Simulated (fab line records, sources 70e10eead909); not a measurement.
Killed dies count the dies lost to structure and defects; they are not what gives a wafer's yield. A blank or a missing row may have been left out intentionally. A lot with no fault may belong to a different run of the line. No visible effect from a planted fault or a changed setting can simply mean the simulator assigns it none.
Which of the tools did it? | flow nand harc | 36 wafers from 12 lots sampled at 5 of the route's 1159 steps

WHAT THE GAUGES SHOWED, per wafer
NHARC_END_SORT_01. Usual: killed at array 26, standard deviation 9; killed at other 0.8, standard deviation 1.2; killed at periphery 3.2, standard deviation 2.3; killed dies 30, standard deviation 9.1; killed open 3.5, standard deviation 2; killed short 1.8, standard deviation 1.4.
lot  | measured     | on        | killed at array | killed at other | killed at periphery | killed dies | killed open | killed short | flag
L127 | day 19 12:35 | prober-02 | 28 27 25        | 2 1 0           | 5 4 6               | 35 32 31    | 5 1 1       | 2 2 2        |
L126 | day 19 12:31 | prober-01 | 26 23 25        | 0 2 3           | 6 4 3               | 32 29 31    | 7 11 7      | 4 2 2        |
L129 | day 19 23:25 | prober-01 | 25 20 17        | 1 0 0           | 3 3 2               | 29 23 19    | 3 6 1       | 2 3 1        |
L131 | day 20 15:22 | prober-01 | 18 18 17        | 3 4 5           | 1 4 1               | 22 26 23    | 1 4 2       | 1 3 1        |
L133 | day 21 01:21 | prober-01 | 27 34 19        | 2 5 2           | 7 5 3               | 36 44 24    | 5 2 3       | 4 3 0        |
L136 | day 21 11:17 | prober-01 | 24 667 22       | 1 4 1           | 2 6 2               | 27 677 25   | 1 6 3       | 2 2 2        | OFF
L138 | day 22 10:04 | prober-02 | 22 21 20        | 1 0 0           | 4 2 3               | 27 23 23    | 3 2 3       | 4 0 2        |
L143 | day 23 14:46 | prober-01 | 28 35 35        | 0 0 1           | 3 1 5               | 31 36 41    | 4 2 5       | 1 1 0        |
L144 | day 23 22:32 | prober-02 | 31 29 28        | 0 0 0           | 16 6 5              | 47 35 33    | 5 4 6       | 1 2 0        |
L146 | day 24 12:14 | prober-01 | 17 18 18        | 0 0 0           | 3 2 4               | 20 20 22    | 1 2 4       | 0 2 4        |
L148 | day 24 12:17 | prober-02 | 21 22 25        | 0 0 0           | 5 5 5               | 26 27 30    | 3 2 7       | 1 6 3        |
L149 | day 26 01:17 | prober-02 | 42 36 35        | 1 2 1           | 3 9 2               | 46 47 38    | 3 6 5       | 3 2 1        |

WHICH TOOL RAN EACH LOT (tool, then ch and the chambers of the sampled wafers, then the start)
lot  | NHARC_A_STAIRCASE_DESCUM_219       | NHARC_A_STAIRCASE_ETCH_221                    | NHARC_A_STAIRCASE_TRIM_222                    | NHARC_A_STAIRCASE_ETCH_232
L127 | rie diel-06 ch 0,2,3, day 10 23:52 | rie diel-06 ch 1,2,3, day 11 01:25 or earlier | rie diel-06 ch 0,3, day 11 01:25 or earlier   | rie diel-02 ch 1,2, day 11 01:25
L126 | rie diel-02 ch 0,1,2, day 11 02:06 | rie diel-02 ch 1,2,3, day 11 03:49 or earlier | rie diel-02 ch 0,3, day 11 03:49 or earlier   | rie diel-07 ch 0,2,3, day 11 03:49
L129 | rie diel-02 ch 0,2,3, day 11 23:02 | rie diel-02 ch 0,1,2, day 12 00:33 or earlier | rie diel-02 ch 1,2,3, day 12 00:33 or earlier | rie diel-06 ch 1,2,3, day 12 00:33
L131 | rie diel-07 ch 2,3, day 12 08:36   | rie diel-07 ch 2,3, day 12 10:11 or earlier   | rie diel-07 ch 0,3, day 12 10:11 or earlier   | rie diel-07 ch 0,2, day 12 10:11
L133 | rie diel-02 ch 1,2,3, day 12 21:35 | rie diel-02 ch 0,3, day 12 23:38 or earlier   | rie diel-02 ch 0,2, day 12 23:38 or earlier   | rie diel-02 ch 0,2,3, day 12 23:38
L136 | rie diel-06 ch 0,1,3, day 13 15:45 | rie diel-06 ch 0,1,2, day 13 17:30 or earlier | rie diel-06 ch 0,2, day 13 17:30 or earlier   | rie diel-07 ch 0,1,2, day 13 17:30
L138 | rie diel-07 ch 0,1,2, day 14 17:30 | rie diel-07 ch 0,2, day 14 19:22 or earlier   | rie diel-07 ch 0,1,3, day 14 19:22 or earlier | rie diel-06 ch 1,2,3, day 14 19:22
L143 | rie diel-06 ch 0,1,3, day 15 14:55 | rie diel-06 ch 0,1,2, day 15 16:27 or earlier | rie diel-06 ch 0,2,3, day 15 16:27 or earlier | rie diel-06 ch 0,1,3, day 15 16:27
L144 | rie diel-02 ch 1,2,3, day 15 18:58 | rie diel-02 ch 1,2, day 15 20:53 or earlier   | rie diel-02 ch 1,2,3, day 15 20:53 or earlier | rie diel-02 ch 1,2, day 15 20:53
L146 | rie diel-06 ch 1,3, day 16 08:41   | rie diel-06 ch 0,1,2, day 16 10:12 or earlier | rie diel-06 ch 0,3, day 16 10:12 or earlier   | rie diel-06 ch 0,1,2, day 16 10:12
L148 | rie diel-06 ch 0,1,2, day 16 14:40 | rie diel-06 ch 0,1, day 16 16:11 or earlier   | rie diel-06 ch 0,2,3, day 16 16:11 or earlier | rie diel-06 ch 0,2,3, day 16 16:11
L149 | rie diel-06 ch 1,2, day 17 12:42   | rie diel-06 ch 1,2, day 17 14:58 or earlier   | rie diel-06 ch 1,2, day 17 14:58 or earlier   | rie diel-06 ch 0,1,2, day 17 14:58
- NHARC_A_STAIRCASE_DESCUM_219: chemistry O2, time 3 s.
- NHARC_A_STAIRCASE_ETCH_221: etches the open film in C4F8/O2, target depth 100 nm, time 40.5 s.
- NHARC_A_STAIRCASE_TRIM_222: chemistry O2, time 211.2 s.
- NHARC_A_STAIRCASE_ETCH_232: etches the open film in C4F8/O2, target depth 100 nm, time 40.5 s.

WHAT THE TOOLS THEMSELVES READ (means of the sampled wafers that have a number; where no wafer has one, the mark that the record gives instead)
NHARC_A_STAIRCASE_DESCUM_219. Usual: drypump motor current A 6.1 A, standard deviation 0.37; oes product au 0.999 a.u., standard deviation 0.011; rf vpp V 57.8 V, standard deviation 1; showerhead plenum p Torr 1.92 Torr, standard deviation 0.085; throttle valve pct 11.313 %, standard deviation 0.0095.
lot  | tool        | drypump motor current A (A) | oes product au (a.u.) | rf vpp V (V) | showerhead plenum p Torr (Torr) | throttle valve pct (%) | flag
L127 | rie diel-06 | 6.1                         | 1.006                 | 57.3         | 1.91                            | 11.316                 |
L126 | rie diel-02 | 6.2                         | 0.991                 | 57.2         | 1.91                            | 11.306                 |
L129 | rie diel-02 | 5.9                         | 0.984                 | 57.1         | 1.83                            | 11.320                 |
L131 | rie diel-07 | 5.8                         | 1.002                 | 59.3         | 2.03                            | 11.302                 |
L133 | rie diel-02 | 6.3                         | 0.990                 | 57.4         | 1.91                            | 11.309                 |
L136 | rie diel-06 | 6.1                         | 1.007                 | 57.7         | 1.89                            | 11.311                 |
L138 | rie diel-07 | 5.9                         | 1.003                 | 57.2         | 1.98                            | 11.307                 |
L143 | rie diel-06 | 6.1                         | 1.003                 | 57.6         | 1.89                            | 11.312                 |
L144 | rie diel-02 | 6.3                         | 1.006                 | 58.1         | 2.00                            | 11.316                 |
L146 | rie diel-06 | 5.9                         | 1.007                 | 57.2         | 1.93                            | 11.314                 |
L148 | rie diel-06 | 6.3                         | 0.994                 | 57.2         | 1.88                            | 11.317                 |
L149 | rie diel-06 | 6.3                         | 1.009                 | 58.0         | 1.91                            | 11.306                 |

NHARC_A_STAIRCASE_ETCH_221. Usual: oes product au 0.938 a.u., standard deviation 0.018; rf vpp V 897 V, standard deviation 5.2; run length s 61.9 s, standard deviation 0.37.
lot  | tool        | oes product au (a.u.) | rf vpp V (V) | run length s (s) | flag
L127 | rie diel-06 | 0.953                 | 898          | 62.0             |
L126 | rie diel-02 | 0.928                 | 897          | 61.9             |
L129 | rie diel-02 | 0.909                 | 896          | 61.9             |
L131 | rie diel-07 | 0.952                 | 902          | 61.6             |
L133 | rie diel-02 | 0.912                 | 887          | 62.1             |
L136 | rie diel-06 | 0.957                 | 895          | 61.8             |
L138 | rie diel-07 | 0.940                 | 902          | 62.3             |
L143 | rie diel-06 | 0.931                 | 895          | 61.8             |
L144 | rie diel-02 | 0.939                 | 900          | 62.1             |
L146 | rie diel-06 | 0.962                 | 894          | 61.9             |
L148 | rie diel-06 | 0.952                 | 891          | 62.0             |
L149 | rie diel-06 | 0.928                 | 896          | 62.1             |

NHARC_A_STAIRCASE_TRIM_222. Usual: drypump motor current A 6.1 A, standard deviation 0.37; oes product au 0.999 a.u., standard deviation 0.011; rf vpp V 57.8 V, standard deviation 0.81; showerhead plenum p Torr 3.54 Torr, standard deviation 0.14; throttle valve pct 17.036 %, standard deviation 0.009.
lot  | tool        | drypump motor current A (A) | oes product au (a.u.) | rf vpp V (V) | showerhead plenum p Torr (Torr) | throttle valve pct (%) | flag
L127 | rie diel-06 | 6.1                         | 1.009                 | 57.6         | 3.45                            | 17.031                 |
L126 | rie diel-02 | 5.7                         | 0.992                 | 57.2         | 3.28                            | 17.033                 |
L129 | rie diel-02 | 6.3                         | 0.990                 | 57.8         | 3.52                            | 17.040                 |
L131 | rie diel-07 | 5.8                         | 0.997                 | 57.7         | 3.69                            | 17.032                 |
L133 | rie diel-02 | 6.1                         | 0.992                 | 57.7         | 3.49                            | 17.038                 |
L136 | rie diel-06 | 6.4                         | 0.999                 | 57.6         | 3.51                            | 17.031                 |
L138 | rie diel-07 | 5.7                         | 1.002                 | 57.1         | 3.61                            | 17.034                 |
L143 | rie diel-06 | 6.2                         | 0.999                 | 57.4         | 3.51                            | 17.044                 |
L144 | rie diel-02 | 6.3                         | 0.999                 | 57.5         | 3.68                            | 17.035                 |
L146 | rie diel-06 | 6.1                         | 1.006                 | 56.9         | 3.43                            | 17.029                 |
L148 | rie diel-06 | 6.2                         | 0.997                 | 57.1         | 3.50                            | 17.034                 |
L149 | rie diel-06 | 6.4                         | 0.996                 | 57.6         | 3.52                            | 17.031                 |

NHARC_A_STAIRCASE_ETCH_232. Usual: oes product au 0.944 a.u., standard deviation 0.013; rf vpp V 897 V, standard deviation 5.2; run length s 61.9 s, standard deviation 0.38.
lot  | tool        | oes product au (a.u.) | rf vpp V (V) | run length s (s) | flag
L127 | rie diel-02 | 0.950                 | 900          | 62.0             |
L126 | rie diel-07 | 0.938                 | 902          | 61.9             |
L129 | rie diel-06 | 0.950                 | 898          | 62.0             |
L131 | rie diel-07 | 0.939                 | 902          | 62.2             |
L133 | rie diel-02 | 0.927                 | 891          | 62.2             |
L136 | rie diel-07 | 0.933                 | 901          | 57.9             | OFF
L138 | rie diel-06 | 0.931                 | 896          | 62.1             |
L143 | rie diel-06 | 0.948                 | 895          | 62.2             |
L144 | rie diel-02 | 0.945                 | 900          | 62.4             |
L146 | rie diel-06 | 0.943                 | 895          | 62.0             |
L148 | rie diel-06 | 0.949                 | 895          | 62.0             |
L149 | rie diel-06 | 0.949                 | 894          | 61.8             |

THE ANSWER, worked out from the rows above alone
Rule: a lot is off if the mean of its wafers that have a number lies more than 3 standard deviations from the usual mean. A lot without any number at a reading at which 4 lots or more have one is off too. All remaining lots with rows at the step are treated as sound. First the gauges in route order, then the tools' own readings, where a lot's mean is used as printed above. The first step at which some lot is off is used, and at that step the reading that is off furthest; a lot without a number counts as furthest.
Off: L136, at NHARC_END_SORT_01 (killed at array).
A tool fits if, at a process step before that reading, it ran every lot that is off, and no sound lot after the first of them. The gauges at NHARC_END_SORT_01 aren't tried: what is off there is off at NHARC_A_STAIRCASE_ETCH_232 too, on other tools, and a gauge's error can't cause that. NHARC_A_STAIRCASE_ETCH_221 gives no start for some lots, so the hours and the order of its lots are those of NHARC_A_STAIRCASE_ETCH_232. NHARC_A_STAIRCASE_TRIM_222 gives no start for some lots, so the hours and the order of its lots are those of NHARC_A_STAIRCASE_ETCH_232. One fits: rie diel-07 at NHARC_A_STAIRCASE_ETCH_232. A fault onset in the window from L131 (day 12 10:11, its last sound lot) to L136 (day 13 17:30, its first lot off) fits.
The tool's own readings at NHARC_A_STAIRCASE_ETCH_232 bear it out: on the lots that are off they differ by more than 5 times the standard deviation of the sound lots' means. run length s reads 57.9 s there against 62.1 s on the sound lots.

WHAT HAD BEEN PUT IN BY THE SIMULATOR
rie diel-07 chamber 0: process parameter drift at NHARC_A_STAIRCASE_ETCH_232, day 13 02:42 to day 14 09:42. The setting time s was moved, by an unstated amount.
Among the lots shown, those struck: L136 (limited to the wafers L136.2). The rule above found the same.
